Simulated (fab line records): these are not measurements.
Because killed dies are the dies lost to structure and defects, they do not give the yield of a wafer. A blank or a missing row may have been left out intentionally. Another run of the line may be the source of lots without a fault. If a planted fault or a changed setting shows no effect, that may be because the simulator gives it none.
Which tool was responsible? ; flow nand harc ; 6 lots with 18 wafers sampled at 4 steps, on a route of 1302 steps

## WHAT THE GAUGES READ, wafer by wafer
NHARC_THIN_TSV_CD_MEAS_33: the cd target is 5000 nm.
lot;measured;on;cd nm (nm)
L429;day 25 00:03;cd sem-03;5002.7 4999.6 5000.3
L428;day 25 06:04;cd sem-03;5001.6 5001.9 5002.4
L434;day 26 20:53;cd sem-02;5001.6 5002.0 4998.0
L442;day 31 01:38;cd sem-01;5001.8 5001.6 4999.3
L446;day 32 23:59;cd sem-03;4997.8 5000.9 4998.8
L449;day 33 17:55;cd sem-01;5002.9 5000.3 5001.1

## WHICH TOOL RAN EACH LOT (tool, then ch and the chambers of the sampled wafers, then the start)
lot;NHARC_A_CONTACT_ETCH_126;NHARC_THIN_TSV_ANNEAL_52;NHARC_THIN_TSV_DEGAS_53
L429;har cap etch-02 ch 0,1, day 23 00:38;rtp anneal-01 ch 0, day 24 22:08;pvd sputter-02, day 24 22:54
L428;har cap etch-03 ch 0,1, day 23 06:54;rtp anneal-01 ch 0, day 25 04:14;pvd sputter-03, day 25 04:57
L434;har cap etch-01 ch 0,1, day 24 20:50;rtp anneal-01 ch 0, day 26 18:58;pvd sputter-01, day 26 19:46
L442;har cap etch-01 ch 0,1, day 28 19:41;rtp anneal-02 ch 0, day 30 23:40;pvd sputter-03, day 31 00:29
L446;har cap etch-03 ch 0,1, day 30 19:46;rtp anneal-01 ch 0, day 32 22:11;pvd sputter-03, day 32 22:50
L449;har cap etch-03 ch 0,1, day 31 15:53;rtp anneal-02 ch 0, day 33 16:04;pvd sputter-02, day 33 16:46
- NHARC_A_CONTACT_ETCH_126: etches the open film in C4F8/O2/Ar, time 197 s, target depth 1918 nm.
- NHARC_THIN_TSV_ANNEAL_52: time 90 s.
- NHARC_THIN_TSV_DEGAS_53: time 60 s.

## THE ANSWER, worked out from the rows above alone
Rule: what is usual is taken from the lots themselves. The widest of any qualifying gaps counts: lots, ordered by their means at a reading, are off when they make up no more than a third of the lots, leave a main group of 4 or more, and stand apart from it by 3 or more times the standard deviation of that group's means. If all means in a main group match to the digits the tables above print for the reading, that group is not used. A lot without any number at a reading at which 4 lots or more have one is off too. The other lots that the step has rows for count as sound.
No lot is off on any of the readings shown, so nothing can be concluded from this.

## WHAT THE SIMULATOR HAD INSERTED
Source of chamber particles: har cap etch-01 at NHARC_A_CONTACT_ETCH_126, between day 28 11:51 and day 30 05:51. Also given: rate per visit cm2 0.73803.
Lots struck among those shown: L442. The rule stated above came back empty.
